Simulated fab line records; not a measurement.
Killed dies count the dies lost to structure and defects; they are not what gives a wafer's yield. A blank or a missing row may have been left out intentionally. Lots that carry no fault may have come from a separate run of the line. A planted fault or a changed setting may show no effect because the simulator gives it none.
Comparing a struck lot with a sound one ; flow n5_finfet ; 14 steps out of a route of 1938
Sound: wafers L490.4, L490.5, L490.6. Struck: wafers L483.1, L483.4, L483.6. Last of all comes the cause.
At each step with rows: each side's tool, then ch and its chambers, then its first start. Under that, the readings that differ: sound wafers ; struck wafers ; difference of the means ; sigmas: that difference in standard deviations of wafers without a fault.
alike: words and numbers the same on both sides, and readings whose means are apart by under 2 such deviations; not compared: readings that were withheld, readings missing a value for some wafer, numbers with overlapping values and no deviation given by the record, and bounds like >300 which may hide the same value.
Wherever a step has rows on one side only, a row that says differs or no value, or a row with sigmas, the two part there. Non-overlapping numbers with no deviation appear without sigmas and do not part them. Lack of a reading on every wafer of one side parts them only where that side has two or more wafers.

N5_BEOL_M1_ILD_DEP_00: deposits SiOC from DEMS/O2, target thk 79 nm, time 15.3 s.
  sound on pecvd-04 ch 0,1, day 11 07:34; struck on pecvd-01 ch 0,1,2, day 9 11:13
  alike: heater_power_w, showerhead_plenum_p_Torr, throttle_valve_pct
N5_BEOL_M1_THK_MEAS_01:
  struck on film_metro-01, day 9 11:18; sound on film_metro-01, day 11 07:38
  alike: M1_ILD_THK
N5_BEOL_M1_PECVD_72: deposits SiO2 from TEOS/O2, target thk 16 nm, time 18 s.
  sound on pecvd-01 ch 0,1,2, day 11 07:41; struck on pecvd-04 ch 0, day 9 11:20
  alike: heater_power_w, showerhead_plenum_p_Torr, throttle_valve_pct
N5_BEOL_M1_HM_DEP_02: deposits TiN, target thk 20 nm.
  struck on pvd_sputter-03, day 9 11:26; sound on pvd_sputter-03, day 11 08:13
  alike: throttle_valve_pct
then, 8 steps without rows for these wafers: N5_BEOL_M1_COAT_61 (time 60 s, resist thk 60 nm); N5_BEOL_M1_COAT_62 (time 60 s, resist thk 12 nm); N5_BEOL_M1_COAT_73 (time 60 s, resist thk 5 nm); N5_BEOL_M1_COAT_05 (resist thk 30 nm); N5_BEOL_M1_EBR_07; N5_BEOL_M1_SOFTBAKE_06 (time 60 s); N5_BEOL_M1_EXPOSE_08 (exposes mask M1); N5_BEOL_M1_PEB_09 (peb time 60 s).
N5_BEOL_M1_DEVELOP_10: develop time 30 s.
  struck on litho_track-04, day 9 11:53; sound on litho_track-04 ch 0, day 11 08:33
  no value came back on the struck wafers for chill_plate_temp_C (C), develop_time_s (s); on the sound wafers chill_plate_temp_C (C) reads 22.94 23.04 22.93
reading;sound;struck;difference;sigmas
model.CAR-EUV_of_BEOL_M1_COAT_05.thk_nm (nm);29.6 29.6 29.6;29.8 29.8 30;+0.3;
N5_BEOL_M1_CD_MEAS_11: target cd 17.05 nm.
  sound on cd_sem-03 ch 0, day 11 08:37; struck on cd_sem-02 ch 0, day 9 11:56
reading;sound;struck;difference;sigmas
cd_nm (nm);17.11 16.59 16.93;- - -;no value on the struck wafers;

WHERE THEY PART
Earliest at N5_BEOL_M1_DEVELOP_10; latest, in this record, at N5_BEOL_M1_CD_MEAS_11.

WHY: whatever the simulator had introduced
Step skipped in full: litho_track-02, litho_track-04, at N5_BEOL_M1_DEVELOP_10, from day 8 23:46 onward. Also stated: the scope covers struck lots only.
